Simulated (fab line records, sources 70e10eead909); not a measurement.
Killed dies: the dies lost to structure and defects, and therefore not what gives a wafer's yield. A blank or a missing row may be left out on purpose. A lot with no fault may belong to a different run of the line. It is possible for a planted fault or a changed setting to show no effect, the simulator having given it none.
A struck lot beside a sound one -- flow nand_harc -- 14 steps out of a route of 1302
Sound: the wafers L312.1, L312.3, L312.5. Struck: wafers L322.2, L322.5, L322.6. The cause is given at the end.
At each step with rows: each side's tool, then ch and its chambers, then its first start. Under that, the readings that differ: sound wafers -- struck wafers -- difference of the means -- sigmas: that difference in standard deviations of wafers without a fault.
alike: same words and numbers on both sides, and readings whose means sit less than 2 such deviations apart. not compared: any withheld reading, any reading some wafer has no value for, any bound like >300 that may hide the same value, and any number with overlapping values for which the record gives no deviation.
Wherever a step has rows on one side only, a row that says differs or no value, or a row with sigmas, the two part there. Numbers that have no deviation but don't overlap get no sigmas and don't part them. A reading that every wafer of one side lacks parts them only if that side has two wafers or more.

first, 1 step without rows for these wafers: NHARC_P_STI_HARDBAKE_13 (time 65 s).
NHARC_P_STI_DESCUM_14: chemistry O2, time 3 s.
  sound on rie_diel-13 ch 0,1,2, day 3 17:22; struck on rie_diel-11 ch 0,1, day 7 21:02
  alike: drypump_motor_current_A, oes_product_au, rf_vpp_V, showerhead_plenum_p_Torr, throttle_valve_pct
  not compared: rf_hours_counter_h
NHARC_P_STI_ETCH_42: etches the open film in N2/H2, target depth 80 nm, overetch 24 nm, time 61 s.
  sound on rie_diel-13 ch 1,2,3, day 3 17:26; struck on rie_diel-11 ch 0,1, day 7 21:07
  alike: drypump_motor_current_A, oes_product_au, rf_vpp_V, showerhead_plenum_p_Torr, throttle_valve_pct
  not compared: rf_hours_counter_h
NHARC_P_STI_ETCH_31: etches the open film in CF4/CHF3, target depth 108.9 nm, time 54.5 s.
  sound on rie_diel-13 ch 0,2; struck on rie_diel-11 ch 0,1,2
  alike: chf3_flow_sccm, drypump_motor_current_A, oes_product_au, rf_vpp_V, showerhead_plenum_p_Torr, throttle_valve_pct
  not compared: rf_hours_counter_h
NHARC_P_STI_ETCH_15: etches the open film in HBr/Cl2, target depth 300 nm, time 100.1 s.
  sound on rie_si-04 ch 0,2,3, day 3 17:40; struck on rie_si-06 ch 2,3, day 7 21:19
  alike: drypump_motor_current_A, mfc_cl2_sccm, oes_product_au, throttle_valve_pct
  not compared: rf_hours_counter_h
NHARC_P_STI_CD_MEAS_16:
  sound on cd_sem-03 at day 3 17:47; struck on cd_sem-02 at day 7 21:28
  alike: cd_nm
NHARC_P_STI_OCD_MEAS_17:
  sound on ocd-02 at day 3 17:53; struck on ocd-01 at day 7 21:34
  alike: trench_depth_nm, trench_foot_cd_nm
then, 3 steps without rows for these wafers: NHARC_P_STI_STRIP_19 (strips in SPM, time 900 s); NHARC_P_STI_PRECLEAN_32 (cleans in SC1); NHARC_P_STI_SRD_23.
NHARC_P_STI_OCD_MEAS_43:
  sound on ocd-01 at day 3 18:23; struck on ocd-02 at day 7 22:04
  alike: trench_depth_nm, trench_foot_cd_nm
then, 1 step without rows for these wafers: NHARC_P_STI_OXIDE_33 (material SiO2, target thk 10 nm, ox time 281 s).
NHARC_P_STI_HDPCVD_20: deposits SiO2.
  sound on hdpcvd-01 ch 0,1, day 4 02:45; struck on hdpcvd-01 ch 0,1, day 8 08:17
then, 1 step without rows for these wafers: NHARC_P_STI_ANNEAL_34 (time 1800 s).

## WHERE THEY PART
Nowhere in this record.

WHY: whatever the simulator had introduced
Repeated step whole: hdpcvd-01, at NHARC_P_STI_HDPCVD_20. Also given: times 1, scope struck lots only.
